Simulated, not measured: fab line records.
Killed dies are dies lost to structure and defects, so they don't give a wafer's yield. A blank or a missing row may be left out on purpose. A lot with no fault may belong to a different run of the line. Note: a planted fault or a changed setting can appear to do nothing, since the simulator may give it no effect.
fab line records	flow nand_harc
record: lots: 12	wafers: 36	last_day: 33
route steps=1302 shown P_CONTACT@233 END@1302
lots untouched by any fault: they come from a run of this same line in which no faults occurred
start_h: start of the lot's first displayed wafer, in hours after the record's first day	wait_h: time in hours since the lot's previous step	" unchanged from the row above	L1.1+2: a single row standing in for several wafers	- value missing, or start not given	* or withheld: withheld	< > ~ a bound
route shown NAME@n: a module of which the file shows steps, and the number in the route of the first	usual: mean/standard deviation of fault-free wafers	same: alike in all rows	chamber/n: place in a boat	sites: each site's reading	_std_site: the standard deviation of these	_edge_site: the outer-site mean with the inner-site mean subtracted	radius_mm: how far each site lies from the wafer's centre	mask NAME#n: copy n	behind: tool/chamber where the wafer was last shaped	hold: why the lot went on hold/how many hours it stayed there/how the hold came to an end	device: names the non-switching transistor (n, p or np)	end of line: the tests these same wafers got at the end of their route	step lacking rows: just its recipe	killed: the dies lost at the first sort to structure and to defects; this is not the yield of the wafer	map: per-die view of a wafer (x killed, . not killed, _ where there is no die)
set.NAME: the setting as run; set.NAME@STEP: as run at that earlier step	model.NAME: the simulator's own value behind a step, which no gauge read
steps of the route over a sample of lots; a table a step, a row a wafer
services: when a tool's chamber went out of use (start_h, in hours from the record's first day, below 0 if earlier), for how many hours, and the reason
== steps ==
step: NHARC_P_CONTACT_OVL_MEAS_13
usual: overlay_x_nm: -0.1/0.76	overlay_y_nm: -0.1/0.87
lot.wafer	tool	chamber	start_h	wait_h	overlay_x_nm	overlay_y_nm
L683.1	overlay-01	-	128.28	-	-0.4	0.9
L683.4	"	-	"	"	-0.3	1.2
L683.5	"	-	"	"	0.2	0.8
L684.1	overlay-01	-	142.28	-	0.7	-0.4
L684.3	"	-	"	"	0.5	-0.6
L684.5	"	-	"	"	0.6	-0.6
L685.1	overlay-02	-	145.11	-	0.1	-0.1
L685.3	"	-	"	"	-0.3	-0.5
L685.6	"	-	"	"	-0.3	-0.7
L686.4	overlay-02	-	152.56	-	0.5	-0.3
L686.5	"	-	"	"	-0.2	-0.5
L686.6	"	-	"	"	0.1	-1.0
L687.1	overlay-02	-	169.52	-	0.2	0.6
L687.3	"	-	"	"	0.0	0.8
L687.5	"	-	"	"	0.1	1.5
L690.2	overlay-02	-	198.28	-	1.1	0.5
L690.5	"	-	"	"	1.3	0.5
L690.6	"	-	"	"	1.5	-0.1
L691.2	overlay-02	-	204.03	-	-1.7	1.1
L691.3	"	-	"	"	-1.8	1.4
L691.5	"	-	"	"	-1.8	1.5
L693.2	overlay-02	-	230.74	-	-0.4	-0.1
L693.3	"	-	"	"	0.1	-0.3
L693.5	"	-	"	"	-0.4	-0.1
L694.1	overlay-01	-	240.17	-	0.4	-0.9
L694.2	"	-	"	"	0.5	-0.9
L694.6	"	-	"	"	-0.2	-1.0
L699.1	overlay-02	-	284.18	-	0.3	-1.1
L699.3	"	-	"	"	0.5	-1.6
L699.5	"	-	"	"	0.6	-1.2
L700.1	overlay-02	-	298.38	-	0.5	0.4
L700.2	"	-	"	"	0.6	-0.3
L700.5	"	-	"	"	0.0	0.0
L705.1	overlay-01	-	344.50	-	0.1	0.2
L705.2	"	-	"	"	-0.2	0.4
L705.3	"	-	"	"	-0.4	-0.4
step: NHARC_P_CONTACT_ETCH_18
recipe: target_depth_a: 4810	time_s: 240.5	c4f8_flow_sccm: 20	o2_flow_sccm: 10	ar_flow_sccm: withheld	rf_w: 600	bias_w: 1500	chemistry: C4F8/O2/Ar
usual: oes_product_au: 0.966/0.014	rf_vpp_V: 977/5.5
lot.wafer	tool	chamber	start_h	wait_h	oes_product_au	rf_hours_counter_h	rf_vpp_V
L683.4	rie_diel-13	2	-	-	0.952	3.3	974
L683.1	"	3	"	"	0.962	2.9	973
L683.5	"	2	"	"	0.959	-	974
L684.1	rie_diel-08	1	-	-	0.976	6.8	971
L684.3	"	2	"	"	0.974	5.3	975
L684.5	"	0	"	"	0.973	-	985
L685.1	rie_diel-04	0	-	-	0.957	4.2	981
L685.3	"	2	"	"	0.986	4.3	982
L685.6	"	0	"	"	0.955	-	979
L686.4	rie_diel-08	0	-	-	0.935	7.6	985
L686.6	"	1	"	"	0.951	-	971
L686.5	"	2	"	"	0.942	-	975
L687.1	rie_diel-04	1	-	-	0.958	4.8	973
L687.3	"	2	"	"	0.976	4.9	982
L687.5	"	2	"	"	0.982	-	981
L690.2	rie_diel-04	3	-	-	0.977	0.3	970
L690.6	"	1	"	"	0.949	-	971
L690.5	"	2	"	"	0.966	-	982
L691.2	rie_diel-04	0	-	-	0.967	0.5	980
L691.3	"	2	"	"	0.963	0.9	982
L691.5	"	0	"	"	0.973	-	980
L693.2	rie_diel-04	0	-	-	0.962	1.2	979
L693.3	"	2	"	"	0.975	1.6	983
L693.5	"	1	"	"	0.979	-	971
L694.2	rie_diel-08	3	-	-	0.980	2.1	980
L694.1	"	0	"	"	0.977	1.7	985
L694.6	"	3	"	"	0.975	-	982
L699.3	rie_diel-13	3	-	-	0.973	2.4	972
L699.1	"	0	"	"	0.959	2.7	986
L699.5	"	2	"	"	0.954	-	974
L700.2	rie_diel-04	1	-	-	0.959	3.7	971
L700.1	"	3	"	"	0.988	3.0	971
L700.5	"	1	"	"	0.964	-	972
L705.1	rie_diel-04	0	-	-	0.961	4.0	980
L705.2	"	2	"	"	0.976	5.1	981
L705.3	"	3	"	"	0.961	4.3	970
step: NHARC_P_CONTACT_STRIP_28
recipe: o2_flow_sccm: 500	ar_flow_sccm: 0	bias_w: 0	chemistry: O2
usual: drypump_motor_current_A: 5.8/0.32	oes_product_au: 1.006/0.009	rf_vpp_V: 57.7/0.9	showerhead_plenum_p_Torr: 3.50/0.14	throttle_valve_pct: 17.037/0.0089
lot.wafer	tool	chamber	start_h	wait_h	drypump_motor_current_A	oes_product_au	rf_hours_counter_h	rf_vpp_V	showerhead_plenum_p_Torr	throttle_valve_pct
L683.1	rie_diel-08	3	129.32	0.1	6.1	1.023	4.9	57.6	3.62	17.028
L683.4	"	2	"	"	5.8	0.996	4.1	57.4	3.44	17.041
L683.5	"	0	"	"	6.0	1.009	-	57.4	3.73	17.027
L684.3	rie_diel-04	0	143.32	0.1	5.7	0.996	4.0	58.2	3.58	17.048
L684.1	"	1	"	"	5.7	1.013	3.9	57.0	3.36	17.046
L684.5	"	0	"	"	5.7	0.993	-	57.4	3.58	17.043
L685.3	rie_diel-08	1	146.16	0.1	5.5	1.001	6.9	57.3	3.35	17.040
L685.1	"	0	"	"	5.9	1.005	7.3	56.7	3.73	17.034
L685.6	"	2	"	"	5.9	0.991	-	57.9	3.44	17.040
L686.4	rie_diel-04	0	153.61	0.1	5.7	0.983	4.4	57.5	3.58	17.041
L686.6	"	0	"	"	5.7	0.996	-	57.4	3.58	17.039
L686.5	"	1	"	"	5.7	1.011	-	58.0	3.36	17.037
L687.3	rie_diel-08	3	170.56	0.1	6.1	1.015	7.6	58.8	3.62	17.050
L687.1	"	0	"	"	5.9	1.011	8.3	59.2	3.73	17.021
L687.5	"	3	"	"	6.1	1.021	-	58.0	3.62	17.049
L690.2	rie_diel-13	0	199.31	0.1	5.6	1.018	0.8	58.9	3.72	17.025
L690.5	"	0	"	"	5.6	1.014	-	56.9	3.72	17.052
L690.6	"	2	"	"	6.2	0.995	-	58.2	3.41	17.043
L691.2	rie_diel-08	2	205.09	0.1	5.9	0.998	0.1	58.6	3.44	17.031
L691.3	"	3	"	"	6.1	1.011	0.1	56.8	3.62	17.047
L691.5	"	2	"	"	5.8	1.017	-	57.4	3.44	17.030
L693.3	rie_diel-08	0	231.80	0.1	5.9	1.000	0.9	57.8	3.73	17.047
L693.2	"	1	"	"	5.5	1.005	1.1	57.4	3.35	17.039
L693.5	"	0	"	"	5.9	0.994	-	59.3	3.73	17.051
L694.2	rie_diel-13	1	241.36	0.1	5.0	1.020	1.6	58.0	3.39	17.037
L694.1	"	2	"	"	6.2	1.003	1.7	58.7	3.41	17.040
L694.6	"	0	"	"	5.6	1.017	-	58.0	3.72	17.040
L699.3	rie_diel-04	3	285.22	0.1	6.1	1.008	2.6	56.7	3.33	17.036
L699.1	"	1	"	"	5.7	0.993	3.4	55.5	3.36	17.033
L699.5	"	3	"	"	6.1	1.002	-	57.8	3.33	17.032
L700.1	rie_diel-13	0	299.44	0.1	5.6	1.009	3.0	57.5	3.71	17.025
L700.2	"	1	"	"	5.1	1.006	3.7	58.4	3.39	17.026
L700.5	"	3	"	"	6.1	1.002	-	58.5	3.40	17.050
L705.1	rie_diel-08	2	345.71	0.1	5.9	0.983	6.9	57.7	3.43	17.026
L705.3	"	3	"	"	6.1	1.006	9.1	56.9	3.61	17.035
L705.2	"	0	"	"	5.9	0.996	6.5	59.4	3.72	17.029
step: NHARC_P_CONTACT_CMP_24
recipe: t_overpolish_s: 30	target_thk_nm: 200
usual: edge_zone_pressure_frac: 0.999/0.0042	motor_current_A: 12.0/1.1	overpolish_run_s: 30.000/0.01	time_to_endpoint_s: 40.3/2.7
lot.wafer	tool	chamber	start_h	wait_h	edge_zone_pressure_frac	motor_current_A	overpolish_run_s	time_to_endpoint_s
L683.4	cmp-04	2	131.08	0.4	0.999	13.1	29.996	40.6
L683.1	"	0	"	"	0.997	10.2	30.002	40.7
L683.5	"	1	"	"	1.001	10.2	30.001	43.5
L684.1	cmp-03	0	145.12	0.5	0.999	12.3	30.009	40.5
L684.3	"	1	"	"	0.999	12.3	29.984	38.9
L684.5	"	2	"	"	0.997	11.6	30.009	37.0
L685.3	cmp-02	2	147.99	0.3	1.002	12.5	29.990	38.0
L685.1	"	3	"	"	1.007	13.8	30.008	37.3
L685.6	"	1	"	"	0.997	11.8	29.997	41.0
L686.4	cmp-02	3	155.40	0.4	1.002	13.6	30.001	36.3
L686.6	"	1	"	"	0.999	11.3	30.003	40.1
L686.5	"	2	"	"	1.001	12.8	30.005	36.1
L687.1	cmp-03	2	172.30	0.6	1.005	12.5	30.011	40.4
L687.3	"	0	"	"	0.997	11.7	30.014	43.8
L687.5	"	3	"	"	0.999	11.5	30.002	40.8
L690.2	cmp-03	1	201.11	0.5	0.997	12.6	29.992	39.0
L690.6	"	0	"	"	1.002	12.8	29.996	42.2
L690.5	"	1	"	"	0.994	12.8	30.004	39.5
L691.2	cmp-04	3	206.81	0.5	0.997	11.5	29.991	39.1
L691.3	"	0	"	"	1.001	10.7	29.977	35.6
L691.5	"	3	"	"	1.001	10.8	29.994	37.6
L693.2	cmp-04	3	233.57	0.6	0.998	11.3	29.985	36.7
L693.3	"	0	"	"	0.997	9.7	30.018	36.8
L693.5	"	1	"	"	1.003	10.7	29.984	40.5
L694.2	cmp-03	3	243.06	0.6	1.002	11.6	30.006	35.2
L694.1	"	0	"	"	1.000	13.3	29.992	39.2
L694.6	"	0	"	"	1.002	12.4	29.994	38.2
L699.1	cmp-04	3	286.94	0.6	-	-	-	-
L699.3	"	2	"	"	-	-	-	-
L699.5	"	3	"	"	-	-	-	-
L700.1	cmp-04	3	301.18	0.5	-	-	-	-
L700.2	"	0	"	"	-	-	-	-
L700.5	"	3	"	"	-	-	-	-
L705.2	cmp-02	0	347.43	0.6	0.996	12.6	30.015	41.5
L705.1	"	1	"	"	0.999	11.6	29.998	44.1
L705.3	"	2	"	"	0.996	12.5	29.994	42.9
step: NHARC_P_CONTACT_INSPECT_27
usual: raw_defect_count: 244/100
lot.wafer	tool	chamber	start_h	wait_h	raw_defect_count
L683.1	defect_inspect-01	-	131.45	0.1	276
L683.4	"	-	"	"	201
L683.5	"	-	"	"	411
L684.1	defect_inspect-02	-	145.47	0.1	173
L684.3	"	-	"	"	180
L684.5	"	-	"	"	114
L685.1	defect_inspect-02	-	148.35	0.1	248
L685.3	"	-	"	"	280
L685.6	"	-	"	"	324
L686.4	defect_inspect-02	-	155.76	0.1	174
L686.5	"	-	"	"	188
L686.6	"	-	"	"	181
L687.1	defect_inspect-02	-	172.70	0.1	274
L687.3	"	-	"	"	180
L687.5	"	-	"	"	209
L690.2	defect_inspect-01	-	201.48	0.1	321
L690.5	"	-	"	"	300
L690.6	"	-	"	"	197
L691.2	defect_inspect-02	-	207.22	0.1	262
L691.3	"	-	"	"	175
L691.5	"	-	"	"	236
L693.2	defect_inspect-02	-	233.92	0.1	547
L693.3	"	-	"	"	175
L693.5	"	-	"	"	361
L694.1	defect_inspect-02	-	243.46	0.1	234
L694.2	"	-	"	"	222
L694.6	"	-	"	"	215
L699.1	defect_inspect-01	-	287.35	0.1	2298
L699.3	"	-	"	"	2352
L699.5	"	-	"	"	2307
L700.1	defect_inspect-02	-	301.56	0.1	2505
L700.2	"	-	"	"	2337
L700.5	"	-	"	"	2553
L705.1	defect_inspect-02	-	347.83	0.1	240
L705.2	"	-	"	"	218
L705.3	"	-	"	"	229
step: NHARC_END_SORT_01
recipe: temp_c: 25
usual: killed_at_array: 57/18	killed_at_other: 0.9/1.3	killed_at_periphery: 3.5/2.2	killed_dies: 62/18	killed_open: 3.0/1.7	killed_short: 2.3/1.5
same: gross_dies: 677
lot.wafer	tool	chamber	start_h	wait_h	killed_at_array	killed_at_other	killed_at_periphery	killed_dies	killed_open	killed_short
L683.1	prober-02	0	569.90	2.5	50	1	11	62	6	1
L683.4	prober-02	0	572.33	3.4	42	0	5	47	4	5
L683.5	prober-02	0	573.14	3.7	40	0	8	48	2	4
L687.1	prober-01	0	622.23	2.5	48	1	5	54	3	2
L687.3	prober-01	0	623.84	3.1	49	1	3	53	5	0
L687.5	prober-01	0	625.45	3.7	63	1	3	67	5	1
L691.2	prober-01	0	652.35	2.8	103	1	2	106	8	0
L691.3	prober-01	0	653.15	3.1	85	0	3	88	6	1
L691.5	prober-01	0	654.76	3.7	87	0	6	93	4	4
L690.2	prober-02	0	655.69	2.8	35	0	3	38	4	4
L690.5	prober-02	0	658.08	3.7	28	3	2	33	3	3
L690.6	prober-02	0	658.88	4.0	34	0	2	36	8	1
L694.1	prober-01	0	677.83	2.5	56	6	2	64	0	5
L694.2	prober-01	0	678.62	2.8	52	0	2	54	2	2
L694.6	prober-01	0	681.78	3.9	54	1	1	56	2	2
L693.2	prober-02	0	678.64	2.8	79	0	0	79	3	2
L693.3	prober-02	0	679.45	3.1	91	1	3	95	2	1
L693.5	prober-02	0	681.06	3.7	93	0	2	95	3	1
L699.1	prober-01	0	706.39	2.4	78	0	599	677	2	2
L699.3	prober-01	0	707.97	3.0	67	0	610	677	3	0
L699.5	prober-01	0	709.56	3.7	63	0	614	677	2	6
L700.1	prober-01	0	733.07	2.4	55	0	622	677	1	1
L700.2	prober-01	0	733.87	2.7	49	0	628	677	4	0
L700.5	prober-01	0	736.26	3.7	46	0	631	677	2	1
L705.1	prober-02	0	786.89	2.5	34	0	3	37	4	3
L705.2	prober-02	0	787.67	2.8	34	0	1	35	1	2
L705.3	prober-02	0	788.46	3.1	48	0	4	52	2	3
killed by level:class
L683.1 A_SLIT:chamber_film_flake=24 A_CONTACT:chamber_film_flake=6 A_CHANNEL_HOLE_D2:chamber_film_flake=5 P_ZERO_WELL:chamber_film_flake=3 A_DECK1_JOINT:chamber_film_flake=3 A_CHANNEL_FILL_D2:chamber_film_flake=3 P_STI:chamber_film_flake=2 A_CHANNEL_HOLE_D1:chamber_film_flake=2
L683.4 A_SLIT:chamber_film_flake=22 A_CHANNEL_HOLE_D2:chamber_film_flake=6 A_BLC:geometric_particle:open=2 P_M2:chamber_film_flake=2 A_CONTACT:chamber_film_flake=2 P_GATE:geometric_particle:short=1 A_DECK1_JOINT:geometric_particle:short=1 A_ONON_D2:geometric_particle:short=1
L683.5 A_SLIT:chamber_film_flake=23 P_M2:chamber_film_flake=4 A_DECK1_JOINT:chamber_film_flake=4 P_ZERO_WELL:chamber_film_flake=3 A_CHANNEL_HOLE_D2:chamber_film_flake=3 A_SGD_CUT:chamber_film_flake=2 P_CONTACT:geometric_particle:open=1 A_CHANNEL_HOLE_D1:geometric_particle:short=1
L687.1 A_CHANNEL_HOLE_D1:chamber_film_flake=24 A_CHANNEL_HOLE_D2:chamber_film_flake=9 A_STAIRCASE:chamber_film_flake=4 A_CONTACT:chamber_film_flake=3 A_WL_FILL:chamber_film_flake=3 A_CHANNEL_HOLE_D1:geometric_particle:short=2 P_GATE:chamber_film_flake=2 P_GATE:geometric_particle:open=1
L687.3 A_CHANNEL_HOLE_D1:chamber_film_flake=31 A_CHANNEL_HOLE_D2:chamber_film_flake=7 A_CONTACT:chamber_film_flake=3 A_CHANNEL_FILL_D1:geometric_particle:open=2 A_WL_FILL:chamber_film_flake=2 P_M1:geometric_particle:open=1 P_M2:geometric_particle:open=1 A_BLC:geometric_particle:open=1
L687.5 A_CHANNEL_HOLE_D1:chamber_film_flake=38 A_CHANNEL_HOLE_D2:chamber_film_flake=13 A_CONTACT:chamber_film_flake=5 P_CONTACT:geometric_particle:open=2 A_CHANNEL_HOLE_D1:geometric_particle:open=1 A_CHANNEL_FILL_D2:geometric_particle:open=1 A_CHANNEL_FILL_D2:geometric_particle:short=1 A_M0:geometric_particle:open=1
L691.2 A_SLIT:chamber_film_flake=36 A_CHANNEL_HOLE_D2:chamber_film_flake=32 A_CHANNEL_HOLE_D1:chamber_film_flake=18 A_CONTACT:chamber_film_flake=7 A_WL_FILL:geometric_particle:open=3 A_SOURCE_PLATE:geometric_particle:open=1 A_DECK1_JOINT:geometric_particle:open=1 A_CHANNEL_FILL_D2:geometric_particle:open=1
L691.3 A_SLIT:chamber_film_flake=30 A_CHANNEL_HOLE_D2:chamber_film_flake=24 A_CHANNEL_HOLE_D1:chamber_film_flake=22 A_CHANNEL_FILL_D2:geometric_particle:open=3 A_CONTACT:chamber_film_flake=2 P_M0:geometric_particle:open=1 P_M2:geometric_particle:open=1 A_BLC:geometric_particle:short=1
L691.5 A_SLIT:chamber_film_flake=32 A_CHANNEL_HOLE_D2:chamber_film_flake=24 A_CHANNEL_HOLE_D1:chamber_film_flake=16 A_CONTACT:chamber_film_flake=7 P_CONTACT:chamber_film_flake=3 A_M1:geometric_particle:short=2 P_CONTACT:geometric_particle:short=1 A_SOURCE_PLATE:geometric_particle:open=1
L690.2 A_CHANNEL_HOLE_D2:chamber_film_flake=16 A_CHANNEL_HOLE_D1:chamber_film_flake=4 A_BONDPAD:chamber_film_flake=3 A_WL_FILL:chamber_film_flake=2 P_CONTACT:geometric_particle:open=1 A_ONON_D1:geometric_particle:short=1 A_CHANNEL_FILL_D1:geometric_particle:open=1 A_DECK1_JOINT:geometric_particle:open=1
L690.5 A_CHANNEL_HOLE_D2:chamber_film_flake=10 A_CHANNEL_HOLE_D1:chamber_film_flake=6 A_WL_FILL:chamber_film_flake=3 A_SLIT:chamber_film_flake=2 A_CONTACT:chamber_film_flake=2 P_M0:geometric_particle:open=1 A_DECK1_JOINT:geometric_particle:open=1 A_ONON_D2:geometric_particle:open=1
L690.6 A_CHANNEL_HOLE_D1:chamber_film_flake=8 A_CHANNEL_HOLE_D2:chamber_film_flake=8 A_BONDPAD:chamber_film_flake=4 A_M1:geometric_particle:open=2 A_STAIRCASE:chamber_film_flake=2 P_M0:geometric_particle:open=1 A_ONON_D2:geometric_particle:open=1 A_CHANNEL_HOLE_D2:geometric_particle:open=1
L694.1 A_SLIT:chamber_film_flake=24 A_CHANNEL_HOLE_D1:chamber_film_flake=11 A_CONTACT:chamber_film_flake=8 THIN_TSV:chamber_film_flake=6 A_DECK1_JOINT:chamber_film_flake=4 A_WL_FILL:chamber_film_flake=2 A_SOURCE_PLATE:geometric_particle:short=1 A_DECK1_JOINT:geometric_particle:short=1
L694.2 A_SLIT:chamber_film_flake=32 A_CONTACT:chamber_film_flake=7 A_CHANNEL_HOLE_D1:chamber_film_flake=4 A_STAIRCASE:chamber_film_flake=2 A_WL_FILL:chamber_film_flake=2 P_M2:geometric_particle:open=1 A_CHANNEL_FILL_D1:geometric_particle:short=1 A_CHANNEL_FILL_D2:geometric_particle:open=1
L693.2 A_CHANNEL_HOLE_D1:chamber_film_flake=24 A_CHANNEL_HOLE_D2:chamber_film_flake=22 A_SLIT:chamber_film_flake=17 A_STAIRCASE:chamber_film_flake=3 A_DECK1_JOINT:chamber_film_flake=2 A_CHANNEL_FILL_D2:chamber_film_flake=2 A_M0:chamber_film_flake=2 A_CHANNEL_FILL_D1:geometric_particle:short=1
L693.3 A_SLIT:chamber_film_flake=34 A_CHANNEL_HOLE_D1:chamber_film_flake=32 A_CHANNEL_HOLE_D2:chamber_film_flake=15 A_CHANNEL_FILL_D1:chamber_film_flake=3 A_STAIRCASE:chamber_film_flake=3 P_CONTACT:geometric_particle:open=2 A_CONTACT:chamber_film_flake=2 P_STI:geometric_particle:short=1
L693.5 A_CHANNEL_HOLE_D1:chamber_film_flake=26 A_SLIT:chamber_film_flake=26 A_CHANNEL_HOLE_D2:chamber_film_flake=20 A_WL_FILL:chamber_film_flake=4 A_CHANNEL_FILL_D2:chamber_film_flake=3 A_STAIRCASE:chamber_film_flake=3 A_CONTACT:chamber_film_flake=3 A_M0:chamber_film_flake=2
L694.6 A_SLIT:chamber_film_flake=34 A_CHANNEL_HOLE_D1:chamber_film_flake=6 A_CONTACT:chamber_film_flake=5 A_CHANNEL_HOLE_D2:chamber_film_flake=2 A_DECK1_JOINT:geometric_particle:short=1 A_CHANNEL_FILL_D2:geometric_particle:open=1 A_SGD_CUT:geometric_particle:short=1 A_M0:geometric_particle:open=1
L699.1 P_CONTACT:area_cmp=598 A_CHANNEL_HOLE_D1:chamber_film_flake=41 A_CHANNEL_HOLE_D2:chamber_film_flake=22 A_CHANNEL_FILL_D1:geometric_particle:short=2 A_SLIT:chamber_film_flake=2 A_STAIRCASE:chamber_film_flake=2 A_CONTACT:chamber_film_flake=2 A_BLC:chamber_film_flake=2
L699.3 P_CONTACT:area_cmp=608 A_CHANNEL_HOLE_D1:chamber_film_flake=37 A_CHANNEL_HOLE_D2:chamber_film_flake=16 A_DECK1_JOINT:chamber_film_flake=4 A_CONTACT:chamber_film_flake=3 A_ZERO_WELL:chamber_film_flake=2 A_SLIT:chamber_film_flake=2 P_M2:geometric_particle:open=1
L699.5 P_CONTACT:area_cmp=612 A_CHANNEL_HOLE_D1:chamber_film_flake=29 A_CHANNEL_HOLE_D2:chamber_film_flake=18 A_SLIT:chamber_film_flake=3 A_CONTACT:chamber_film_flake=3 A_ONON_D2:geometric_particle:short=2 A_DECK1_JOINT:geometric_particle:short=1 A_ONON_D2:geometric_particle:open=1
L700.1 P_CONTACT:area_cmp=617 A_CHANNEL_HOLE_D2:chamber_film_flake=32 A_CONTACT:chamber_film_flake=8 A_SLIT:chamber_film_flake=7 P_GATE:chamber_film_flake=4 A_CHANNEL_HOLE_D1:chamber_film_flake=3 A_STAIRCASE:chamber_film_flake=2 A_CHANNEL_HOLE_D2:geometric_particle:short=1
L700.2 P_CONTACT:area_cmp=623 A_CHANNEL_HOLE_D2:chamber_film_flake=20 A_CONTACT:chamber_film_flake=9 A_CHANNEL_HOLE_D1:chamber_film_flake=7 A_SLIT:chamber_film_flake=4 P_GATE:chamber_film_flake=2 A_DECK1_JOINT:chamber_film_flake=2 A_STAIRCASE:chamber_film_flake=2
L700.5 P_CONTACT:area_cmp=620 A_CHANNEL_HOLE_D2:chamber_film_flake=17 A_CHANNEL_HOLE_D1:chamber_film_flake=8 A_CONTACT:chamber_film_flake=8 A_WL_FILL:chamber_film_flake=6 P_M1:chamber_film_flake=5 P_STI:chamber_film_flake=4 P_GATE:chamber_film_flake=2
L705.1 A_CHANNEL_HOLE_D1:chamber_film_flake=11 A_SLIT:chamber_film_flake=7 A_ZERO_WELL:chamber_film_flake=4 A_CHANNEL_FILL_D1:chamber_film_flake=2 A_CONTACT:chamber_film_flake=2 P_GATE:geometric_particle:open=1 P_M1:geometric_particle:open=1 A_SOURCE_PLATE:geometric_particle:open=1
L705.2 A_CHANNEL_HOLE_D1:chamber_film_flake=11 A_SLIT:chamber_film_flake=11 A_CONTACT:chamber_film_flake=4 A_ZERO_WELL:chamber_film_flake=2 A_SOURCE_PLATE:geometric_particle:short=1 A_CHANNEL_HOLE_D1:geometric_particle:short=1 A_CHANNEL_HOLE_D2:geometric_particle:open=1 P_BONDPAD:chamber_film_flake=1
L705.3 A_CHANNEL_HOLE_D1:chamber_film_flake=15 A_SLIT:chamber_film_flake=10 A_CONTACT:chamber_film_flake=7 A_STAIRCASE:chamber_film_flake=4 P_BONDPAD:chamber_film_flake=2 A_ZERO_WELL:chamber_film_flake=2 A_CHANNEL_FILL_D1:chamber_film_flake=2 A_CHANNEL_HOLE_D2:chamber_film_flake=2
== services ==
tool	chamber	start_h	hours	kind
cmp-04	-	111.14	4.0	pm
rie_diel-04	-	132.37	0.2	repair
rie_diel-13	0	135.62	14.8	repair
rie_diel-13	1	142.03	8.9	repair
cmp-04	-	155.17	0.6	repair
rie_diel-13	-	165.00	9.0	pm
rie_diel-04	-	177.90	9.0	pm
rie_diel-13	3	183.32	19.9	repair
cmp-04	-	185.29	1.1	repair
rie_diel-08	-	190.80	9.0	pm
cmp-04	-	209.14	4.0	pm
rie_diel-08	2	240.38	14.4	repair
cmp-04	-	240.77	11.6	repair
rie_diel-04	0	247.55	6.7	repair
rie_diel-08	0	248.12	31.5	repair
rie_diel-13	3	250.94	1.7	repair
rie_diel-04	3	258.78	2.0	repair
rie_diel-04	3	268.35	9.8	repair
rie_diel-08	-	271.13	0.5	repair
rie_diel-08	0	288.45	7.4	repair
cmp-04	-	307.14	4.0	pm
rie_diel-04	1	328.15	17.7	repair
cmp-04	-	339.60	0.5	repair
rie_diel-13	-	342.00	9.0	pm
== key ==
first_sign: step: NHARC_P_CONTACT_CMP_24	reading: tool_record	direction: missing
effect: step: NHARC_P_CONTACT_INSPECT_27	reading: raw_defect_count	direction: up	sigmas: 22	usual: 244	struck: 2392
effect: step: NHARC_END_SORT_01	reading: killed_at_periphery	direction: up	sigmas: 99+	usual: 3.5	struck: 617.3
more_kills_born_at: NHARC_P_CONTACT_CMP_24@cmp-04: 3678
met_at NHARC_P_CONTACT_CMP_24
struck_lots L699,L700
later_rows_left_out L699.1,L699.3,L699.5,L700.1,L700.2,L700.5
tester_left_out L699,L700
not_acting_at NHARC_P_CONTACT_OVL_MEAS_13,NHARC_P_CONTACT_ETCH_18,NHARC_P_CONTACT_STRIP_28
onset_between 233.57 286.94
fault: kind: skipped_step_whole	tool: cmp-04	chamber: -	onset_h: 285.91	steps: NHARC_P_CONTACT_CMP_24	scope: struck_lots_only
tester_left_out: of these lots the tester's yield and bins aren't shown, on N5 and GAA mostly nor the transistor test; their killed dies are dies lost to structure and defects alone, not to doping, threshold or leakage, so they don't give the yield
later_rows_left_out: the simulator's readings of these wafers behind a module that went badly wrong aren't trusted and aren't shown, but for the sort
